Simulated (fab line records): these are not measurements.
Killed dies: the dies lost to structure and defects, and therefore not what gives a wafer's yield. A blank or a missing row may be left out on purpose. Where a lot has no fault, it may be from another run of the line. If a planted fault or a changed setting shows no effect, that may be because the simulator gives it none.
A lot that was struck, set against a sound lot || flow nand-harc || 14 steps out of a route of 1159
Sound: the wafers L482.1, L482.4, L482.5. Wafers struck: L468.2, L468.3, L468.4. The cause is named last.
For every step that has rows: the tool of each side, followed by ch and its chambers, followed by its first start. Under that, the readings that differ: sound wafers || struck wafers || difference of the means || sigmas: that difference in standard deviations of wafers without a fault.
alike: words and numbers the same on both sides, and readings whose means are apart by under 2 such deviations; not compared: readings that were withheld, readings missing a value for some wafer, numbers with overlapping values and no deviation given by the record, and bounds like >300 which may hide the same value.
Wherever a step has rows on one side only, a row that says differs or no value, or a row with sigmas, the two part there. When numbers do not overlap yet have no deviation, they are printed without sigmas and do not part them. Lack of a reading on every wafer of one side parts them only where that side has two or more wafers.

first, 1 step without rows for these wafers: NHARC_A_BLC_DESCUM_15 (chemistry O2, time 3 s).
NHARC_A_BLC_ETCH_16: etches the open film in CF4, target depth 39 nm, time 65 s.
  sound on rie-diel-09 ch 0,1,3, day 21 02:51; struck on rie-diel-11 ch 0,1,3, day 17 10:29
  alike: drypump-motor-current-A, oes-product-au, rf-vpp-V, showerhead-plenum-p-Torr, throttle-valve-pct
  not compared: rf-hours-counter-h
NHARC_A_BLC_ETCH_17: etches the open film in N2/H2, target depth 390 nm, time 609.38 s.
  sound: rie-diel-09 ch 0,1,3; struck: rie-diel-11 ch 1,3
  alike: drypump-motor-current-A, oes-product-au, rf-vpp-V, showerhead-plenum-p-Torr, throttle-valve-pct
  not compared: rf-hours-counter-h
NHARC_A_BLC_ETCH_18: etches the open film in C4F8/O2/Ar, target depth 910 nm.
  sound: rie-diel-09 ch 0,2,3; struck: rie-diel-11 ch 0,1
  alike: oes-product-au, rf-vpp-V
  not compared: rf-hours-counter-h
NHARC_A_BLC_CD_MEAS_19:
  struck on cd-sem-02, day 17 11:32; sound on cd-sem-02, day 21 03:44
  alike: cd-nm
then, 3 steps without rows for these wafers: NHARC_A_BLC_STRIP_29 (strips in CF4); NHARC_A_BLC_STRIP_21 (strips in O2); NHARC_A_BLC_STRIP_22 (strips in post etch residue remover, time 600 s).
NHARC_A_BLC_DEGAS_30: time 60 s.
  struck on pvd-sputter-03, day 17 12:08; sound on pvd-sputter-03, day 21 04:21
  alike: heater-power-w
then, 1 step without rows for these wafers: NHARC_A_BLC_PRE_CLEAN_31 (time 15 s).
NHARC_A_BLC_PVD_32: deposits Ti, target thk 5 nm, time 17.7 s.
  sound on pvd-sputter-03; struck on pvd-sputter-03
  alike: throttle-valve-pct
then, 1 step without rows for these wafers: NHARC_A_BLC_ALD_23 (deposits TiN, target thk 3 nm, pulse time 1 s, ald cycles 150).
NHARC_A_BLC_CVD_24: deposits W, target thk 150 nm, time 434 s.
  sound on cvd-w-02 ch 0,1, day 21 09:30; struck on cvd-w-02 ch 0,1, day 17 13:20
  alike: heater-power-outer-w, heater-power-w, throttle-valve-pct
NHARC_A_BLC_CMP_25: polishes, t overpolish 30 s, target thk 150 nm.
  sound on cmp-04 ch 0,1,2, day 21 10:05; struck on cmp-02 ch 1,2,3, day 17 13:51
{"reading": "time-to-endpoint-s (s)", "sound": "27.5 30.3 29.6", "struck": "55.3 63.0 59.2", "difference": "+30.0", "sigmas": "+12"}
  alike: motor-current-A, overpolish-run-s

## WHERE THEY PART
Within this record, at NHARC_A_BLC_CMP_25 only.

WHY: the cause the simulator had injected
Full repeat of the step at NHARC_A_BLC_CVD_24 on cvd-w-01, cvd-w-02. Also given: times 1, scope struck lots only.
